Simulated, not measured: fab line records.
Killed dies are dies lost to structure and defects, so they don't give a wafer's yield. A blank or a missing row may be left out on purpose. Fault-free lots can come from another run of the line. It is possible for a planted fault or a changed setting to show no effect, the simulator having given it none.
Code-filled problem report in 8D (eight disciplines) form -- flow n5Finfet -- the parts of the form that need people (team, actions taken, sign-off) are left out

## 1. WHAT IS WRONG
Mean of h2FlowSccm at N5_BEOL_M8_ETCH_72: 219.6 sccm across 2 wafers in 2 lots; on wafers with no fault it is 199.9 sccm (standard deviation 0.6). That is +33 standard deviations from the usual mean.
The step: etches underlayer in N2/H2, target depth 6.5 nm, time 5.2 s.
Earliest sighting: wafer L252.6 on rieDiel-03 at day 11 01:49. At this step, 29 wafers from 10 lots have a number in the record. Rule for "out" (also "out of limits"): further than 4 standard deviations from the usual mean. Any other wafer with a number is counted as sound.

## 2. WHAT IT IS AND WHAT IT IS NOT
question,is,is not
which readings at this step,h2FlowSccm,"drypumpMotorCurrentA, etchRfOnTimeS, oesProductAu, rfVppV, showerheadPlenumPTorr"
which lots,"L251, L252","L245, L248, L250, L262, L263, L265, L266, L268"
which wafers of those lots,"L251.3, L252.6","L251.1, L251.6, L252.4, L252.5"
read on which tools,rieDiel-03,rieDiel-02
when,from day 11 01:49,"up to then (11 sound wafers); but 16 sound wafers of L251, L262, L263, L265, L266, L268 came after"

## 3. SUSPECTS, AND WHAT RULES EACH OUT
Counting: any tool at a process step up to the reading remains a suspect provided it ran every lot that is out. Sound lots after the first of them don't rule it out here, since some wafers of a struck lot are sound.
- rieDiel-03 at N5_BEOL_M8_ETCH_72 (etches underlayer in N2/H2, target depth 6.5 nm, time 5.2 s): kept. It ran every lot that is out, first L252 (day 11 01:49); its last sound lot up to then is L250 (day 10 17:58). On those wafers its own readings are out: h2FlowSccm.
- At N5_BEOL_M8_ETCH_72, inside rieDiel-03: chamber 3 took the wafers that are out, while their sound lot-mates went through chambers 0, 1, 2.
After counting, what remains is rieDiel-03 at N5_BEOL_M8_ETCH_72.

## 4. THE CAUSE (what the simulator had put in)
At N5_BEOL_M8_ETCH_72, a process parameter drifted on rieDiel-03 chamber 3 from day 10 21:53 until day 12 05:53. From 200, the setting h2FlowSccm moved by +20. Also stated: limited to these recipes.
This tool alone remained once counting was done.

## 5. SEQUENCE OF EFFECTS, ordered by route
Each row: a reading whose mean over the struck wafers that have a number lies more than 3 standard deviations from the usual. Scope: only readings with a usual standard deviation given in the record; hours: median across lots of the time from each lot's start at the first step in this table that gives one to its start at this step; sigmas: change in usual standard deviations.
hours,step,reading,usual,on struck wafers,change,sigmas
0,N5_BEOL_M8_ETCH_72,h2FlowSccm,199.9 sccm,219.6,+19.7,+33
Its process steps:
- N5_BEOL_M8_ETCH_72: etches underlayer in N2/H2, target depth 6.5 nm, time 5.2 s.

## 6. WHAT WOULD HAVE CAUGHT IT SOONER
4 hours passed between the start of the fault at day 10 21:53 and the first reading out of limits in this record, taken at day 11 01:49.
